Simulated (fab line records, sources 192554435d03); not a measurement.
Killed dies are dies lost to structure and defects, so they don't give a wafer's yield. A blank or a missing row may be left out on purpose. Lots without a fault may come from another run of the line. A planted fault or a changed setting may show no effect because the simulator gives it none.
Split-lot experiment | flow n5_finfet | 7 lots, 21 wafers read, on a route of 1938 steps

THE SPLIT
At N5_MOL_CONTACT_COAG_EXPOSE_05 (exposes mask CA, defocus 0 nm), the setting dose_mj was moved away from the recipe's 38.25 on 5 of the 21 wafers read, by -6.0% to +3.4%. The other wafers ran this setting at the recipe's value.

FROM THE SPLIT TO THE READING: what the file shows between them, 13 steps
- N5_MOL_CONTACT_COAG_PEB_06: peb time 60 s
- N5_MOL_CONTACT_COAG_DEVELOP_07: develop time 30 s
- N5_MOL_CONTACT_COAG_DESCUM_13: chemistry O2, time 7 s
- N5_MOL_CONTACT_COAG_ETCH_59: etches underlayer in N2/H2, target depth 13 nm, time 10.4 s
- N5_MOL_CONTACT_COAG_ETCH_105: etches SiARC in CF4, target depth 15.6 nm, time 26 s
- N5_MOL_CONTACT_COAG_ETCH_106: etches SOC in N2/H2, target depth 80 nm, overetch 16 nm, time 120 s
- N5_MOL_CONTACT_COAG_STRIP_107: strips in N2/H2
- N5_MOL_CONTACT_COAG_STRIP_108: strips in N2/H2
- N5_MOL_CONTACT_COAG_CONTACT_ETCH_14: etches SiO2 in C4F6/O2, target depth 27.5 nm, overetch 8.5 nm, time 20 s
- N5_MOL_CONTACT_COAG_STRIP_109: strips in C4F6/O2
- N5_MOL_CONTACT_COAG_ETCH_15: etches SiNx in CH3F/O2, stops on Si:P, target depth 7 nm
- N5_MOL_CONTACT_COAG_ETCH_110: etches Si in CF4/O2, target depth 2.5 nm, time 8 s
- N5_MOL_CONTACT_COAG_STRIP_98: strips in N2/H2

THE READING
cd_nm, in nm, at N5_MOL_CONTACT_COAG_CD_MEAS_99 (target cd 17.2 nm). Fault-free wafers of this fab line usually give 16.8 nm, standard deviation 0.41 nm.

wafer  | tool, chamber at the split | dose_mj as run | against the recipe | cd_nm, nm | against lot-mates on the recipe
L074.3 | euv_scanner-02, 0          | 38.25          | recipe             | 16.6      | -
L074.4 | euv_scanner-02, 0          | 38.25          | recipe             | 16.9      | -
L074.6 | euv_scanner-02, 0          | 38.25          | recipe             | 17.0      | -
L076.1 | euv_scanner-01, 0          | 39.17          | +2.4%              | 17.5      | +0.6
L076.3 | euv_scanner-01, 0          | 38.25          | recipe             | 16.9      | -
L076.4 | euv_scanner-01, 0          | 39.17          | +2.4%              | 17.4      | +0.5
L085.1 | euv_scanner-02, 0          | 38.25          | recipe             | 17.4      | -
L085.2 | euv_scanner-02, 0          | 38.25          | recipe             | 17.1      | -
L085.6 | euv_scanner-02, 0          | 38.25          | recipe             | 17.0      | -
L086.1 | euv_scanner-01, 0          | 38.25          | recipe             | 16.3      | -
L086.4 | euv_scanner-01, 0          | 38.25          | recipe             | 16.7      | -
L086.6 | euv_scanner-01, 0          | 38.25          | recipe             | 16.8      | -
L089.1 | euv_scanner-01, 0          | 38.25          | recipe             | 16.7      | -
L089.4 | euv_scanner-01, 0          | 38.25          | recipe             | 16.5      | -
L089.6 | euv_scanner-01, 0          | 38.25          | recipe             | 17.2      | -
L090.1 | euv_scanner-02, 0          | 38.25          | recipe             | 17.4      | -
L090.3 | euv_scanner-02, 0          | 35.94          | -6.0%              | 15.0      | -2.3
L090.6 | euv_scanner-02, 0          | 38.25          | recipe             | 17.2      | -
L093.4 | euv_scanner-01, 0          | 38.25          | recipe             | 16.6      | -
L093.5 | euv_scanner-01, 0          | 39.56          | +3.4%              | 17.7      | +1.1
L093.6 | euv_scanner-01, 0          | 39.56          | +3.4%              | 17.2      | +0.6

THE FIT
A straight line over all 21 wafers: cd_nm changes by +0.255 nm for each +1% of dose_mj; r = +0.84; the points scatter about the line by 0.32 nm.
The same after taking each lot's own level away (the mean of its wafers on the recipe; 21 wafers): +0.318 nm for each +1%; r = +0.94; scatter 0.23 nm.
On that fit, the largest move of dose_mj shifts the reading by 1.9 nm.
The lots' own levels span 16.60 to 17.30 nm, that is 1.7 times the standard deviation above.
So the lot-to-lot level changes the slope: the two fits differ.
Check: with one of the wafers moved furthest among these (-6.0%) left out of the fit, the line predicts -1.46 nm for it against its lot-mates. It came out at -2.3 nm against them.

THE WHOLE CHAIN: every reading that the file lists as answering this split, in the file's order
step                                | what it does                                                             | reading                                                                        | change (the file's fit)               | r (the file's)
N5_MOL_CONTACT_COAG_ETCH_59         | etches underlayer in N2/H2, target depth 13 nm, time 10.4 s              | MOL_CONTACT_COAG.cd_offset_nm (the simulator's own value, which no gauge read) | +0.208 nm for each +1% of the setting | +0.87
N5_MOL_CONTACT_COAG_ETCH_106        | etches SOC in N2/H2, target depth 80 nm, overetch 16 nm, time 120 s      | MOL_CONTACT_COAG.cd_offset_nm (the simulator's own value, which no gauge read) | +0.292 nm for each +1% of the setting | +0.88
N5_MOL_CONTACT_COAG_CONTACT_ETCH_14 | etches SiO2 in C4F6/O2, target depth 27.5 nm, overetch 8.5 nm, time 20 s | MOL_CONTACT_COAG.cd_offset_nm (the simulator's own value, which no gauge read) | +0.314 nm for each +1% of the setting | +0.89
N5_MOL_CONTACT_COAG_ETCH_110        | etches Si in CF4/O2, target depth 2.5 nm, time 8 s                       | MOL_CONTACT_COAG.cd_offset_nm (the simulator's own value, which no gauge read) | +0.328 nm for each +1% of the setting | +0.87
N5_MOL_CONTACT_COAG_CD_MEAS_99      | target cd 17.2 nm                                                        | cd_nm                                                                          | +0.338 nm for each +1% of the setting | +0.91

THE FILE'S OWN FIT
cd_nm changes by +0.338 nm for each +1% of dose_mj, r = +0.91.
